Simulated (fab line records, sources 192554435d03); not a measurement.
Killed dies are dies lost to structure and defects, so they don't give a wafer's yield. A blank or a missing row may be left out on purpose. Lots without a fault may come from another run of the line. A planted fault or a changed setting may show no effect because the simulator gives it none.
Chamber matching | flow n5_finfet | N5_BEOL_M0_SAQP_STRIP_108 on rie_diel-06: 4 sister chambers
The step strips in N2/H2. 14 wafers are shown with their chamber, then 7 later ones without.

WAFERS WITH THEIR CHAMBER
wafer  | chamber | showerhead_plenum_p_Torr (Torr) | drypump_motor_current_A (A) | oes_product_au (a.u.)
L083.1 | 0       | 3.17                            | 5.5                         | 0.69
L083.3 | 1       | 3.30                            | 6.2                         | 0.92
L083.4 | 3       | 3.22                            | 6.0                         | 0.78
L086.3 | 0       | 3.16                            | 5.5                         | 0.68
L086.4 | 1       | 3.29                            | 6.2                         | 0.90
L086.6 | 3       | 3.22                            | 6.1                         | 0.79
L088.3 | 2       | 3.45                            | 5.9                         | 0.67
L088.4 | 1       | 3.29                            | 6.2                         | 0.91
L088.5 | 2       | 3.45                            | 5.9                         | 0.67
L091.1 | 0       | 3.16                            | 5.5                         | 0.67
L091.5 | 3       | 3.21                            | 6.0                         | 0.76
L091.6 | 1       | 3.29                            | 6.2                         | 0.89
L092.1 | 0       | 3.16                            | 5.5                         | 0.67
L092.3 | 1       | 3.29                            | 6.3                         | 0.88

SIGNATURES (means of the wafers above)
reading                  | chamber 0 | chamber 1 | chamber 2 | chamber 3 | scatter within a chamber
showerhead_plenum_p_Torr | 3.1625    | 3.2920    | 3.4500    | 3.2167    | 0.00471
drypump_motor_current_A  | 5.500     | 6.220     | 5.900     | 6.033     | 0.0383
oes_product_au           | 0.6775    | 0.9000    | 0.6700    | 0.7767    | 0.0132
Rule: a wafer's distance from a chamber is the root of the sum, over the readings, of the square of ((its reading less the chamber's mean) divided by the reading's scatter). The wafer belongs to the nearest chamber; if the next one is less than 2 further off, it can't be placed. The scatter: the root of (the sum of the squares of (reading less its chamber's mean) over the shown wafers, divided by (wafers less chambers)).

WAFERS WITHOUT THEIR CHAMBER
wafer  | showerhead_plenum_p_Torr (Torr) | drypump_motor_current_A (A) | oes_product_au (a.u.)
L092.4 | 3.16                            | 5.5                         | 0.68
L093.2 | 3.21                            | 6.0                         | 0.75
L093.4 | 3.45                            | 5.9                         | 0.95
L093.6 | 3.16                            | 5.5                         | 0.67
L094.2 | 3.28                            | 6.2                         | 0.87
L094.3 | 3.16                            | 5.5                         | 0.67
L094.5 | 3.21                            | 6.0                         | 0.75

WHICH CHAMBER EACH WENT THROUGH
wafer  | from the rows above | in truth
L092.4 | 0                   | 0
L093.2 | 3                   | 3
L093.4 | 2                   | 2
L093.6 | 0                   | 0
L094.2 | 1                   | 1
L094.3 | 0                   | 0
L094.5 | 3                   | 3
Placed correctly: 7 of 7. Can't be placed from these rows: 0. Placed wrongly: 0.
